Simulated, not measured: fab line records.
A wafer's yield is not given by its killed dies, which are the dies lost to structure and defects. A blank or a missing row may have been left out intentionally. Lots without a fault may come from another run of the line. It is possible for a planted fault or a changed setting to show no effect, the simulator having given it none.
Matching of chambers :: flow n5_finfet :: N5_BEOL_M6_PECVD_70 on pecvd-03 has 3 sister chambers
The step deposits SiO2 from TEOS/O2, target thk 20 nm, time 22.7 s. 3 wafers are shown with their chamber, then 9 later ones without.

== WAFERS WITH THEIR CHAMBER ==
wafer: L186.1
chamber: 0
throttle_valve_pct (%): 22.7

wafer: L187.4
chamber: 1
throttle_valve_pct (%): 23.5

wafer: L187.6
chamber: 2
throttle_valve_pct (%): 22.0

== WAFERS WHOSE CHAMBER IS MISSING ==
wafer: L189.2
throttle_valve_pct (%): 21.7

wafer: L189.3
throttle_valve_pct (%): 23.5

wafer: L189.5
throttle_valve_pct (%): 21.7

wafer: L192.2
throttle_valve_pct (%): 22.8

wafer: L192.4
throttle_valve_pct (%): 23.7

wafer: L192.6
throttle_valve_pct (%): 22.9

wafer: L193.1
throttle_valve_pct (%): 23.5

wafer: L193.3
throttle_valve_pct (%): 22.8

wafer: L193.5
throttle_valve_pct (%): 21.5

== CHAMBER TAKEN BY EACH ==
wafer: L189.2
from the rows above: 2
in truth: 2

wafer: L189.3
from the rows above: 1
in truth: 1

wafer: L189.5
from the rows above: 2
in truth: 2

wafer: L192.2
from the rows above: 0
in truth: 0

wafer: L192.4
from the rows above: 1
in truth: 1

wafer: L192.6
from the rows above: can't be placed: 0 or 1
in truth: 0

wafer: L193.1
from the rows above: 1
in truth: 1

wafer: L193.3
from the rows above: 0
in truth: 0

wafer: L193.5
from the rows above: 2
in truth: 2
Correct placement for 8 of the 9. From these rows, 1 cannot be placed; in 1 the true chamber is one of the candidates. Number placed wrongly: 0.
How it was worked out, from the rows above alone: a wafer's distance from a chamber is the root of the sum, over the readings, of the square of ((its reading less the chamber's mean) divided by the reading's scatter). The wafer belongs to the nearest chamber; if the next one is less than 2 further off, it can't be placed. For every chamber, the mean is computed from those of its wafers that are shown. The scatter (one wafer shown for each chamber): square how far every hidden wafer sits from the nearest shown wafer, average those squares and take the square root.
